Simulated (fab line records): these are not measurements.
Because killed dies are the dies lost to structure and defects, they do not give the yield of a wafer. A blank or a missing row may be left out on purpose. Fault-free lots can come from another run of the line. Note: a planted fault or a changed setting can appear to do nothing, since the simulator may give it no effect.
fab line records / flow nand_harc
record lots=14 wafers=42 last_day=33
route steps=1302 shown P_CONTACT@247 P_M0@261
lots that met no fault: taken from a fault-free run of the same line
start_h: the number of hours between the record's first day and the start of the first shown wafer of the lot / wait_h: hours since the lot's step before / " the same as in the row above / L1.1+2: one row covering several wafers at once / - value missing, or start not given / * or withheld: withheld / < > ~ a bound
route shown NAME@n: names a module that has steps shown in the file, with the first one's number in the route / usual: the fault-free wafers' mean and standard deviation / same: alike in all rows / chamber/n: place in a boat / sites: each site's reading / _std_site: the standard deviation of these / _edge_site: inner sites' mean taken away from outer sites' mean / radius_mm: for every site, how far away it sits from the centre of the wafer / mask NAME#n: copy n / behind: the most recent tool/chamber to have shaped the wafer / hold: what put the lot on hold/how long, in hours/how the hold closed / device: which transistor (n, p or np) failed to switch / end of line: tests of these same wafers at the route's end / a step given without rows: its recipe and nothing more / killed: dies lost to structure and defects at the first sort, not the wafer's yield / map: a wafer's dies, marking killed ones x, the rest . and places with no die _
set.NAME: the setting that was run; set.NAME@STEP: the one run at that earlier step / model.NAME: the simulator's own value behind a step, which no gauge read
the route's steps for a sample of lots (tables are steps, rows are wafers)
services: from which hour (start_h, from the record's first day; less than 0 if before it) a tool's chamber was out of use, for how many hours, and why
## steps
# step NHARC_P_CONTACT_ALD_22
# recipe target_thk_a=30 pulse_time_s=1 ald_cycles=150 temp_c=450 material=TiN
# usual heater_power_w=1097/120 precursor_pulse_height_rel=1.000/0.02
lot.wafer=L289.4 tool=ald_metal-04 chamber=1 start_h=131.96 wait_h=- heater_power_w=1184 precursor_pulse_height_rel=1.009
lot.wafer=L289.2 tool=ald_metal-04 chamber=2 start_h=131.96 wait_h=- heater_power_w=983 precursor_pulse_height_rel=0.982
lot.wafer=L289.1 tool=ald_metal-04 chamber=3 start_h=131.96 wait_h=- heater_power_w=1261 precursor_pulse_height_rel=0.992
lot.wafer=L290.3 tool=ald_metal-03 chamber=1 start_h=136.57 wait_h=- heater_power_w=1013 precursor_pulse_height_rel=0.996
lot.wafer=L290.1 tool=ald_metal-03 chamber=2 start_h=136.57 wait_h=- heater_power_w=1173 precursor_pulse_height_rel=1.033
lot.wafer=L290.5 tool=ald_metal-03 chamber=2 start_h=136.57 wait_h=- heater_power_w=1158 precursor_pulse_height_rel=0.975
lot.wafer=L291.3 tool=ald_metal-04 chamber=0 start_h=148.17 wait_h=- heater_power_w=1001 precursor_pulse_height_rel=1.010
lot.wafer=L291.4 tool=ald_metal-04 chamber=1 start_h=148.17 wait_h=- heater_power_w=1211 precursor_pulse_height_rel=0.995
lot.wafer=L291.1 tool=ald_metal-04 chamber=2 start_h=148.17 wait_h=- heater_power_w=938 precursor_pulse_height_rel=1.004
lot.wafer=L292.3 tool=ald_metal-04 chamber=0 start_h=168.37 wait_h=- heater_power_w=1044 precursor_pulse_height_rel=0.974
lot.wafer=L292.1 tool=ald_metal-04 chamber=2 start_h=168.37 wait_h=- heater_power_w=955 precursor_pulse_height_rel=0.986
lot.wafer=L292.6 tool=ald_metal-04 chamber=3 start_h=168.37 wait_h=- heater_power_w=1243 precursor_pulse_height_rel=1.026
lot.wafer=L293.4 tool=ald_metal-03 chamber=0 start_h=169.46 wait_h=- heater_power_w=975 precursor_pulse_height_rel=1.001
lot.wafer=L293.3 tool=ald_metal-03 chamber=1 start_h=169.46 wait_h=- heater_power_w=988 precursor_pulse_height_rel=0.946
lot.wafer=L293.6 tool=ald_metal-03 chamber=2 start_h=169.46 wait_h=- heater_power_w=1207 precursor_pulse_height_rel=1.022
lot.wafer=L295.3 tool=ald_metal-04 chamber=1 start_h=199.25 wait_h=- heater_power_w=1167 precursor_pulse_height_rel=0.996
lot.wafer=L295.1 tool=ald_metal-04 chamber=2 start_h=199.25 wait_h=- heater_power_w=968 precursor_pulse_height_rel=0.975
lot.wafer=L295.4 tool=ald_metal-04 chamber=3 start_h=199.25 wait_h=- heater_power_w=1258 precursor_pulse_height_rel=1.003
lot.wafer=L298.3 tool=ald_metal-04 chamber=2 start_h=218.87 wait_h=- heater_power_w=970 precursor_pulse_height_rel=1.025
lot.wafer=L298.4 tool=ald_metal-04 chamber=0 start_h=218.87 wait_h=- heater_power_w=1041 precursor_pulse_height_rel=1.031
lot.wafer=L298.1 tool=ald_metal-04 chamber=1 start_h=218.87 wait_h=- heater_power_w=1167 precursor_pulse_height_rel=1.012
lot.wafer=L300.1 tool=ald_metal-04 chamber=2 start_h=237.57 wait_h=- heater_power_w=981 precursor_pulse_height_rel=1.004
lot.wafer=L300.4 tool=ald_metal-04 chamber=3 start_h=237.57 wait_h=- heater_power_w=1268 precursor_pulse_height_rel=1.002
lot.wafer=L300.2 tool=ald_metal-04 chamber=1 start_h=237.57 wait_h=- heater_power_w=1222 precursor_pulse_height_rel=0.996
lot.wafer=L302.3 tool=ald_metal-01 chamber=3 start_h=262.86 wait_h=- heater_power_w=1300 precursor_pulse_height_rel=1.027
lot.wafer=L302.5 tool=ald_metal-01 chamber=0 start_h=262.86 wait_h=- heater_power_w=1078 precursor_pulse_height_rel=1.038
lot.wafer=L302.6 tool=ald_metal-01 chamber=1 start_h=262.86 wait_h=- heater_power_w=940 precursor_pulse_height_rel=0.979
lot.wafer=L307.3 tool=ald_metal-04 chamber=1 start_h=310.62 wait_h=- heater_power_w=1245 precursor_pulse_height_rel=0.974
lot.wafer=L307.6 tool=ald_metal-04 chamber=1 start_h=310.62 wait_h=- heater_power_w=1272 precursor_pulse_height_rel=0.991
lot.wafer=L307.5 tool=ald_metal-04 chamber=2 start_h=310.62 wait_h=- heater_power_w=915 precursor_pulse_height_rel=1.005
lot.wafer=L309.3 tool=ald_metal-04 chamber=2 start_h=325.10 wait_h=- heater_power_w=922 precursor_pulse_height_rel=0.999
lot.wafer=L309.1 tool=ald_metal-04 chamber=3 start_h=325.10 wait_h=- heater_power_w=1214 precursor_pulse_height_rel=0.995
lot.wafer=L309.5 tool=ald_metal-04 chamber=2 start_h=325.10 wait_h=- heater_power_w=907 precursor_pulse_height_rel=0.964
lot.wafer=L308.1 tool=ald_metal-03 chamber=3 start_h=325.88 wait_h=- heater_power_w=1089 precursor_pulse_height_rel=1.012
lot.wafer=L308.4 tool=ald_metal-03 chamber=0 start_h=325.88 wait_h=- heater_power_w=957 precursor_pulse_height_rel=0.997
lot.wafer=L308.3 tool=ald_metal-03 chamber=1 start_h=325.88 wait_h=- heater_power_w=1018 precursor_pulse_height_rel=0.987
lot.wafer=L310.1 tool=ald_metal-03 chamber=2 start_h=342.39 wait_h=- heater_power_w=1140 precursor_pulse_height_rel=0.957
lot.wafer=L310.2 tool=ald_metal-03 chamber=0 start_h=342.39 wait_h=- heater_power_w=991 precursor_pulse_height_rel=0.965
lot.wafer=L310.5 tool=ald_metal-03 chamber=3 start_h=342.39 wait_h=- heater_power_w=1040 precursor_pulse_height_rel=1.032
lot.wafer=L311.3 tool=ald_metal-04 chamber=2 start_h=346.60 wait_h=- heater_power_w=917 precursor_pulse_height_rel=1.007
lot.wafer=L311.2 tool=ald_metal-04 chamber=0 start_h=346.60 wait_h=- heater_power_w=1055 precursor_pulse_height_rel=1.007
lot.wafer=L311.4 tool=ald_metal-04 chamber=1 start_h=346.60 wait_h=- heater_power_w=1225 precursor_pulse_height_rel=1.016
# step NHARC_P_M0_PEB_07
# recipe peb_temp_c=100 peb_time_s=65
# usual heater_power_total_W=156.6/0.43 plate_temp_C=99.98/0.12 resist_line_temp_C=22.98/0.094
lot.wafer=L289.1 tool=litho_track-06 chamber=0 start_h=134.06 wait_h=0.1 heater_power_total_W=156.3 plate_temp_C=100.07 resist_line_temp_C=22.93
lot.wafer=L289.2 tool=litho_track-06 chamber=0 start_h=134.06 wait_h=0.1 heater_power_total_W=156.7 plate_temp_C=100.08 resist_line_temp_C=22.79
lot.wafer=L289.4 tool=litho_track-06 chamber=0 start_h=134.06 wait_h=0.1 heater_power_total_W=155.9 plate_temp_C=100.07 resist_line_temp_C=22.89
lot.wafer=L290.1 tool=litho_track-04 chamber=0 start_h=138.64 wait_h=0.1 heater_power_total_W=156.5 plate_temp_C=99.88 resist_line_temp_C=22.97
lot.wafer=L290.3 tool=litho_track-04 chamber=0 start_h=138.64 wait_h=0.1 heater_power_total_W=157.1 plate_temp_C=100.08 resist_line_temp_C=22.90
lot.wafer=L290.5 tool=litho_track-04 chamber=0 start_h=138.64 wait_h=0.1 heater_power_total_W=156.9 plate_temp_C=99.96 resist_line_temp_C=23.08
lot.wafer=L291.1 tool=litho_track-01 chamber=0 start_h=150.10 wait_h=0.1 heater_power_total_W=156.2 plate_temp_C=100.08 resist_line_temp_C=22.86
lot.wafer=L291.3 tool=litho_track-01 chamber=0 start_h=150.10 wait_h=0.1 heater_power_total_W=156.9 plate_temp_C=100.00 resist_line_temp_C=22.82
lot.wafer=L291.4 tool=litho_track-01 chamber=0 start_h=150.10 wait_h=0.1 heater_power_total_W=157.1 plate_temp_C=99.97 resist_line_temp_C=23.02
lot.wafer=L292.1 tool=litho_track-04 chamber=0 start_h=170.42 wait_h=0.1 heater_power_total_W=157.1 plate_temp_C=100.00 resist_line_temp_C=23.02
lot.wafer=L292.3 tool=litho_track-04 chamber=0 start_h=170.42 wait_h=0.1 heater_power_total_W=156.5 plate_temp_C=99.90 resist_line_temp_C=22.96
lot.wafer=L292.6 tool=litho_track-04 chamber=0 start_h=170.42 wait_h=0.1 heater_power_total_W=156.1 plate_temp_C=100.08 resist_line_temp_C=22.97
lot.wafer=L293.3 tool=litho_track-01 chamber=0 start_h=171.49 wait_h=0.0 heater_power_total_W=156.7 plate_temp_C=99.85 resist_line_temp_C=23.01
lot.wafer=L293.4 tool=litho_track-01 chamber=0 start_h=171.49 wait_h=0.0 heater_power_total_W=156.9 plate_temp_C=99.80 resist_line_temp_C=22.92
lot.wafer=L293.6 tool=litho_track-01 chamber=0 start_h=171.49 wait_h=0.0 heater_power_total_W=156.1 plate_temp_C=99.89 resist_line_temp_C=22.97
lot.wafer=L295.1 tool=litho_track-06 chamber=0 start_h=201.39 wait_h=0.1 heater_power_total_W=157.0 plate_temp_C=100.10 resist_line_temp_C=22.89
lot.wafer=L295.3 tool=litho_track-06 chamber=0 start_h=201.39 wait_h=0.1 heater_power_total_W=156.4 plate_temp_C=100.02 resist_line_temp_C=23.14
lot.wafer=L295.4 tool=litho_track-06 chamber=0 start_h=201.39 wait_h=0.1 heater_power_total_W=157.1 plate_temp_C=99.94 resist_line_temp_C=22.96
lot.wafer=L298.1 tool=litho_track-06 chamber=0 start_h=220.95 wait_h=0.1 heater_power_total_W=157.2 plate_temp_C=100.04 resist_line_temp_C=23.02
lot.wafer=L298.3 tool=litho_track-06 chamber=0 start_h=220.95 wait_h=0.1 heater_power_total_W=156.6 plate_temp_C=100.03 resist_line_temp_C=22.91
lot.wafer=L298.4 tool=litho_track-06 chamber=0 start_h=220.95 wait_h=0.1 heater_power_total_W=156.5 plate_temp_C=100.08 resist_line_temp_C=23.08
lot.wafer=L300.1 tool=litho_track-06 chamber=0 start_h=239.64 wait_h=0.1 heater_power_total_W=146.9 plate_temp_C=95.80 resist_line_temp_C=22.85
lot.wafer=L300.2 tool=litho_track-06 chamber=0 start_h=239.64 wait_h=0.1 heater_power_total_W=146.7 plate_temp_C=95.74 resist_line_temp_C=23.03
lot.wafer=L300.4 tool=litho_track-06 chamber=0 start_h=239.64 wait_h=0.1 heater_power_total_W=146.9 plate_temp_C=95.79 resist_line_temp_C=23.02
lot.wafer=L302.3 tool=litho_track-06 chamber=0 start_h=264.86 wait_h=0.0 heater_power_total_W=147.6 plate_temp_C=95.53 resist_line_temp_C=22.95
lot.wafer=L302.5 tool=litho_track-06 chamber=0 start_h=264.86 wait_h=0.0 heater_power_total_W=147.2 plate_temp_C=95.67 resist_line_temp_C=22.98
lot.wafer=L302.6 tool=litho_track-06 chamber=0 start_h=264.86 wait_h=0.0 heater_power_total_W=147.7 plate_temp_C=95.50 resist_line_temp_C=22.97
lot.wafer=L307.3 tool=litho_track-04 chamber=0 start_h=312.69 wait_h=0.0 heater_power_total_W=157.0 plate_temp_C=99.93 resist_line_temp_C=22.80
lot.wafer=L307.5 tool=litho_track-04 chamber=0 start_h=312.69 wait_h=0.0 heater_power_total_W=156.0 plate_temp_C=99.96 resist_line_temp_C=22.77
lot.wafer=L307.6 tool=litho_track-04 chamber=0 start_h=312.69 wait_h=0.0 heater_power_total_W=157.1 plate_temp_C=99.87 resist_line_temp_C=23.16
lot.wafer=L309.1 tool=litho_track-04 chamber=0 start_h=327.15 wait_h=0.1 heater_power_total_W=157.1 plate_temp_C=100.03 resist_line_temp_C=22.95
lot.wafer=L309.3 tool=litho_track-04 chamber=0 start_h=327.15 wait_h=0.1 heater_power_total_W=156.8 plate_temp_C=99.90 resist_line_temp_C=22.89
lot.wafer=L309.5 tool=litho_track-04 chamber=0 start_h=327.15 wait_h=0.1 heater_power_total_W=156.5 plate_temp_C=100.04 resist_line_temp_C=22.94
lot.wafer=L308.1 tool=litho_track-01 chamber=0 start_h=327.94 wait_h=0.1 heater_power_total_W=156.4 plate_temp_C=99.79 resist_line_temp_C=22.84
lot.wafer=L308.3 tool=litho_track-01 chamber=0 start_h=327.94 wait_h=0.1 heater_power_total_W=156.0 plate_temp_C=100.02 resist_line_temp_C=22.96
lot.wafer=L308.4 tool=litho_track-01 chamber=0 start_h=327.94 wait_h=0.1 heater_power_total_W=156.7 plate_temp_C=99.98 resist_line_temp_C=22.95
lot.wafer=L310.1 tool=litho_track-01 chamber=0 start_h=344.34 wait_h=0.1 heater_power_total_W=156.2 plate_temp_C=100.16 resist_line_temp_C=22.98
lot.wafer=L310.2 tool=litho_track-01 chamber=0 start_h=344.34 wait_h=0.1 heater_power_total_W=157.0 plate_temp_C=100.01 resist_line_temp_C=23.07
lot.wafer=L310.5 tool=litho_track-01 chamber=0 start_h=344.34 wait_h=0.1 heater_power_total_W=156.1 plate_temp_C=99.90 resist_line_temp_C=23.21
lot.wafer=L311.2 tool=litho_track-04 chamber=0 start_h=349.21 wait_h=0.1 heater_power_total_W=156.8 plate_temp_C=100.07 resist_line_temp_C=23.01
lot.wafer=L311.3 tool=litho_track-04 chamber=0 start_h=349.21 wait_h=0.1 heater_power_total_W=156.3 plate_temp_C=99.93 resist_line_temp_C=23.09
lot.wafer=L311.4 tool=litho_track-04 chamber=0 start_h=349.21 wait_h=0.1 heater_power_total_W=156.0 plate_temp_C=100.14 resist_line_temp_C=23.18
# step NHARC_P_M0_OVL_MEAS_10
# recipe pitch_nm=180
# usual overlay_x_nm=0.3/0.76 overlay_y_nm=0.2/1
lot.wafer=L289.1 tool=overlay-02 chamber=- start_h=134.23 wait_h=- overlay_x_nm=0.8 overlay_y_nm=1.1
lot.wafer=L289.2 tool=overlay-02 chamber=- start_h=134.23 wait_h=- overlay_x_nm=1.7 overlay_y_nm=0.1
lot.wafer=L289.4 tool=overlay-02 chamber=- start_h=134.23 wait_h=- overlay_x_nm=1.0 overlay_y_nm=0.5
lot.wafer=L290.1 tool=overlay-01 chamber=- start_h=138.81 wait_h=- overlay_x_nm=1.3 overlay_y_nm=0.0
lot.wafer=L290.3 tool=overlay-01 chamber=- start_h=138.81 wait_h=- overlay_x_nm=1.4 overlay_y_nm=0.5
lot.wafer=L290.5 tool=overlay-01 chamber=- start_h=138.81 wait_h=- overlay_x_nm=1.5 overlay_y_nm=-0.1
lot.wafer=L291.1 tool=overlay-01 chamber=- start_h=150.27 wait_h=- overlay_x_nm=-0.3 overlay_y_nm=1.6
lot.wafer=L291.3 tool=overlay-01 chamber=- start_h=150.27 wait_h=- overlay_x_nm=-0.2 overlay_y_nm=2.0
lot.wafer=L291.4 tool=overlay-01 chamber=- start_h=150.27 wait_h=- overlay_x_nm=-0.1 overlay_y_nm=2.0
lot.wafer=L292.1 tool=overlay-01 chamber=- start_h=170.60 wait_h=- overlay_x_nm=1.1 overlay_y_nm=0.5
lot.wafer=L292.3 tool=overlay-01 chamber=- start_h=170.60 wait_h=- overlay_x_nm=1.3 overlay_y_nm=0.2
lot.wafer=L292.6 tool=overlay-01 chamber=- start_h=170.60 wait_h=- overlay_x_nm=1.5 overlay_y_nm=-0.2
lot.wafer=L293.3 tool=overlay-01 chamber=- start_h=171.66 wait_h=- overlay_x_nm=-0.9 overlay_y_nm=-0.6
lot.wafer=L293.4 tool=overlay-01 chamber=- start_h=171.66 wait_h=- overlay_x_nm=-0.7 overlay_y_nm=-0.7
lot.wafer=L293.6 tool=overlay-01 chamber=- start_h=171.66 wait_h=- overlay_x_nm=-1.0 overlay_y_nm=-1.6
lot.wafer=L295.1 tool=overlay-02 chamber=- start_h=201.56 wait_h=- overlay_x_nm=0.2 overlay_y_nm=-0.4
lot.wafer=L295.3 tool=overlay-02 chamber=- start_h=201.56 wait_h=- overlay_x_nm=0.2 overlay_y_nm=-0.2
lot.wafer=L295.4 tool=overlay-02 chamber=- start_h=201.56 wait_h=- overlay_x_nm=-0.1 overlay_y_nm=0.2
lot.wafer=L298.1 tool=overlay-02 chamber=- start_h=221.12 wait_h=- overlay_x_nm=0.7 overlay_y_nm=0.6
lot.wafer=L298.3 tool=overlay-02 chamber=- start_h=221.12 wait_h=- overlay_x_nm=0.4 overlay_y_nm=0.8
lot.wafer=L298.4 tool=overlay-02 chamber=- start_h=221.12 wait_h=- overlay_x_nm=0.7 overlay_y_nm=0.9
lot.wafer=L300.1 tool=overlay-01 chamber=- start_h=239.81 wait_h=- overlay_x_nm=0.9 overlay_y_nm=0.8
lot.wafer=L300.2 tool=overlay-01 chamber=- start_h=239.81 wait_h=- overlay_x_nm=0.8 overlay_y_nm=0.6
lot.wafer=L300.4 tool=overlay-01 chamber=- start_h=239.81 wait_h=- overlay_x_nm=0.6 overlay_y_nm=0.4
lot.wafer=L302.3 tool=overlay-02 chamber=- start_h=265.02 wait_h=- overlay_x_nm=0.1 overlay_y_nm=0.8
lot.wafer=L302.5 tool=overlay-02 chamber=- start_h=265.02 wait_h=- overlay_x_nm=-0.2 overlay_y_nm=0.5
lot.wafer=L302.6 tool=overlay-02 chamber=- start_h=265.02 wait_h=- overlay_x_nm=-0.1 overlay_y_nm=0.1
lot.wafer=L307.3 tool=overlay-02 chamber=- start_h=312.86 wait_h=- overlay_x_nm=-1.2 overlay_y_nm=-0.7
lot.wafer=L307.5 tool=overlay-02 chamber=- start_h=312.86 wait_h=- overlay_x_nm=-1.5 overlay_y_nm=-0.7
lot.wafer=L307.6 tool=overlay-02 chamber=- start_h=312.86 wait_h=- overlay_x_nm=-1.1 overlay_y_nm=-1.0
lot.wafer=L309.1 tool=overlay-01 chamber=- start_h=327.32 wait_h=- overlay_x_nm=1.0 overlay_y_nm=-3.2
lot.wafer=L309.3 tool=overlay-01 chamber=- start_h=327.32 wait_h=- overlay_x_nm=0.9 overlay_y_nm=-2.8
lot.wafer=L309.5 tool=overlay-01 chamber=- start_h=327.32 wait_h=- overlay_x_nm=0.8 overlay_y_nm=-2.6
lot.wafer=L308.1 tool=overlay-02 chamber=- start_h=328.11 wait_h=- overlay_x_nm=0.0 overlay_y_nm=1.2
lot.wafer=L308.3 tool=overlay-02 chamber=- start_h=328.11 wait_h=- overlay_x_nm=-0.5 overlay_y_nm=0.8
lot.wafer=L308.4 tool=overlay-02 chamber=- start_h=328.11 wait_h=- overlay_x_nm=-0.2 overlay_y_nm=1.2
lot.wafer=L310.1 tool=overlay-02 chamber=- start_h=344.51 wait_h=- overlay_x_nm=-0.2 overlay_y_nm=2.2
lot.wafer=L310.2 tool=overlay-02 chamber=- start_h=344.51 wait_h=- overlay_x_nm=-0.1 overlay_y_nm=1.8
lot.wafer=L310.5 tool=overlay-02 chamber=- start_h=344.51 wait_h=- overlay_x_nm=0.0 overlay_y_nm=2.0
lot.wafer=L311.2 tool=overlay-02 chamber=- start_h=349.38 wait_h=- overlay_x_nm=1.9 overlay_y_nm=-0.3
lot.wafer=L311.3 tool=overlay-02 chamber=- start_h=349.38 wait_h=- overlay_x_nm=1.0 overlay_y_nm=0.8
lot.wafer=L311.4 tool=overlay-02 chamber=- start_h=349.38 wait_h=- overlay_x_nm=1.2 overlay_y_nm=-0.1
# step NHARC_P_M0_PVD_20
# recipe target_thk_a=50 bias_v=168.6 power_w=15000 chamber_pressure_pa=0.12 time_s=8.06 substrate_temp_c=50 material=TaN
# usual throttle_valve_pct=30.3/1.2
lot.wafer=L289.1 tool=pvd_sputter-02 chamber=- start_h=- wait_h=- throttle_valve_pct=28.8
lot.wafer=L289.4 tool=pvd_sputter-02 chamber=- start_h=- wait_h=- throttle_valve_pct=30.6
lot.wafer=L289.2 tool=pvd_sputter-02 chamber=- start_h=- wait_h=- throttle_valve_pct=30.8
lot.wafer=L290.1 tool=pvd_sputter-02 chamber=- start_h=- wait_h=- throttle_valve_pct=31.8
lot.wafer=L290.3 tool=pvd_sputter-02 chamber=- start_h=- wait_h=- throttle_valve_pct=30.6
lot.wafer=L290.5 tool=pvd_sputter-02 chamber=- start_h=- wait_h=- throttle_valve_pct=31.2
lot.wafer=L291.3 tool=pvd_sputter-02 chamber=- start_h=- wait_h=- throttle_valve_pct=28.8
lot.wafer=L291.1 tool=pvd_sputter-02 chamber=- start_h=- wait_h=- throttle_valve_pct=30.3
lot.wafer=L291.4 tool=pvd_sputter-02 chamber=- start_h=- wait_h=- throttle_valve_pct=30.9
lot.wafer=L292.1 tool=pvd_sputter-01 chamber=- start_h=- wait_h=- throttle_valve_pct=28.8
lot.wafer=L292.3 tool=pvd_sputter-01 chamber=- start_h=- wait_h=- throttle_valve_pct=29.3
lot.wafer=L292.6 tool=pvd_sputter-01 chamber=- start_h=- wait_h=- throttle_valve_pct=28.8
lot.wafer=L293.3 tool=pvd_sputter-02 chamber=- start_h=- wait_h=- throttle_valve_pct=31.1
lot.wafer=L293.4 tool=pvd_sputter-02 chamber=- start_h=- wait_h=- throttle_valve_pct=28.8
lot.wafer=L293.6 tool=pvd_sputter-02 chamber=- start_h=- wait_h=- throttle_valve_pct=31.9
lot.wafer=L295.4 tool=pvd_sputter-02 chamber=- start_h=- wait_h=- throttle_valve_pct=32.2
lot.wafer=L295.3 tool=pvd_sputter-02 chamber=- start_h=- wait_h=- throttle_valve_pct=30.7
lot.wafer=L295.1 tool=pvd_sputter-02 chamber=- start_h=- wait_h=- throttle_valve_pct=29.2
lot.wafer=L298.1 tool=pvd_sputter-01 chamber=- start_h=- wait_h=- throttle_valve_pct=29.2
lot.wafer=L298.4 tool=pvd_sputter-01 chamber=- start_h=- wait_h=- throttle_valve_pct=30.5
lot.wafer=L298.3 tool=pvd_sputter-01 chamber=- start_h=- wait_h=- throttle_valve_pct=30.4
lot.wafer=L300.1 tool=pvd_sputter-02 chamber=- start_h=- wait_h=- throttle_valve_pct=28.6
lot.wafer=L300.4 tool=pvd_sputter-02 chamber=- start_h=- wait_h=- throttle_valve_pct=30.4
lot.wafer=L300.2 tool=pvd_sputter-02 chamber=- start_h=- wait_h=- throttle_valve_pct=31.0
lot.wafer=L302.3 tool=pvd_sputter-01 chamber=- start_h=- wait_h=- throttle_valve_pct=31.0
lot.wafer=L302.5 tool=pvd_sputter-01 chamber=- start_h=- wait_h=- throttle_valve_pct=29.7
lot.wafer=L302.6 tool=pvd_sputter-01 chamber=- start_h=- wait_h=- throttle_valve_pct=29.1
lot.wafer=L307.3 tool=pvd_sputter-02 chamber=- start_h=- wait_h=- throttle_valve_pct=29.2
lot.wafer=L307.5 tool=pvd_sputter-02 chamber=- start_h=- wait_h=- throttle_valve_pct=31.2
lot.wafer=L307.6 tool=pvd_sputter-02 chamber=- start_h=- wait_h=- throttle_valve_pct=31.2
lot.wafer=L309.1 tool=pvd_sputter-02 chamber=- start_h=- wait_h=- throttle_valve_pct=31.2
lot.wafer=L309.3 tool=pvd_sputter-02 chamber=- start_h=- wait_h=- throttle_valve_pct=31.3
lot.wafer=L309.5 tool=pvd_sputter-02 chamber=- start_h=- wait_h=- throttle_valve_pct=31.2
lot.wafer=L308.1 tool=pvd_sputter-01 chamber=- start_h=- wait_h=- throttle_valve_pct=31.6
lot.wafer=L308.3 tool=pvd_sputter-01 chamber=- start_h=- wait_h=- throttle_valve_pct=31.0
lot.wafer=L308.4 tool=pvd_sputter-01 chamber=- start_h=- wait_h=- throttle_valve_pct=29.9
lot.wafer=L310.1 tool=pvd_sputter-02 chamber=- start_h=- wait_h=- throttle_valve_pct=30.3
lot.wafer=L310.2 tool=pvd_sputter-02 chamber=- start_h=- wait_h=- throttle_valve_pct=31.5
lot.wafer=L310.5 tool=pvd_sputter-02 chamber=- start_h=- wait_h=- throttle_valve_pct=29.1
lot.wafer=L311.2 tool=pvd_sputter-02 chamber=- start_h=- wait_h=- throttle_valve_pct=30.3
lot.wafer=L311.3 tool=pvd_sputter-02 chamber=- start_h=- wait_h=- throttle_valve_pct=31.5
lot.wafer=L311.4 tool=pvd_sputter-02 chamber=- start_h=- wait_h=- throttle_valve_pct=29.3
## services
tool=ald_metal-04 chamber=- start_h=118.00 hours=10.0 kind=pm
tool=ald_metal-04 chamber=0 start_h=118.00 hours=10.0 kind=vent_cycle
tool=pvd_sputter-01 chamber=- start_h=146.60 hours=1.0 kind=repair
tool=litho_track-01 chamber=- start_h=155.00 hours=7.0 kind=pm
tool=ald_metal-01 chamber=- start_h=170.00 hours=10.0 kind=pm
tool=litho_track-06 chamber=- start_h=179.00 hours=7.0 kind=pm
tool=ald_metal-01 chamber=1 start_h=188.62 hours=2.4 kind=repair
tool=pvd_sputter-02 chamber=- start_h=202.78 hours=7.2 kind=repair
tool=litho_track-04 chamber=- start_h=203.00 hours=7.0 kind=pm
tool=ald_metal-03 chamber=- start_h=212.00 hours=10.0 kind=pm
tool=pvd_sputter-01 chamber=- start_h=226.97 hours=10.0 kind=pm
tool=ald_metal-03 chamber=3 start_h=236.34 hours=9.2 kind=repair
tool=ald_metal-01 chamber=3 start_h=240.84 hours=3.6 kind=repair
tool=pvd_sputter-02 chamber=- start_h=263.39 hours=3.7 kind=repair
tool=ald_metal-03 chamber=- start_h=266.05 hours=0.9 kind=repair
tool=pvd_sputter-02 chamber=- start_h=282.00 hours=10.0 kind=pm
tool=pvd_sputter-01 chamber=- start_h=286.13 hours=1.0 kind=repair
tool=ald_metal-03 chamber=- start_h=292.82 hours=0.7 kind=repair
tool=ald_metal-04 chamber=- start_h=296.00 hours=10.0 kind=pm
tool=pvd_sputter-02 chamber=- start_h=311.47 hours=1.1 kind=repair
tool=litho_track-01 chamber=- start_h=330.00 hours=7.0 kind=pm
tool=ald_metal-01 chamber=- start_h=341.39 hours=3.2 kind=repair
tool=pvd_sputter-01 chamber=- start_h=344.13 hours=3.3 kind=repair
tool=ald_metal-01 chamber=- start_h=348.00 hours=10.0 kind=pm
## key
first_sign step=NHARC_P_M0_PEB_07 reading=plate_temp_C direction=down sigmas=37 usual=* struck=*
effect step=NHARC_P_M0_PEB_07 reading=heater_power_total_W direction=down sigmas=22 usual=* struck=*
met_at NHARC_P_M0_PEB_07
struck_lots L300,L302
later_rows_left_out L300.1,L300.4
sort_left_out L300.1,L300.2,L300.4,L302.3,L302.5,L302.6
loop_trim step=NHARC_P_M0_EXPOSE_06 setting=dose lots=L302
not_acting_at NHARC_P_CONTACT_ALD_22,NHARC_P_M0_OVL_MEAS_10,NHARC_P_M0_PVD_20
onset_between 220.95 239.64
fault kind=process_parameter_drift tool=litho_track-06 chamber=- onset_h=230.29 steps=NHARC_P_M0_PEB_07 channel=peb_temp_c offset=* shape=step end_h=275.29 acts_in=* stated=*
# sort_left_out: the simulated sort isn't trusted on such a fault, so these wafers' sort isn't shown, and their yield isn't known
# later_rows_left_out: the simulator's readings of these wafers behind a module that went badly wrong aren't trusted and aren't shown, but for the sort
# loop_trim: a control loop set the setting to another value than it would have without faults
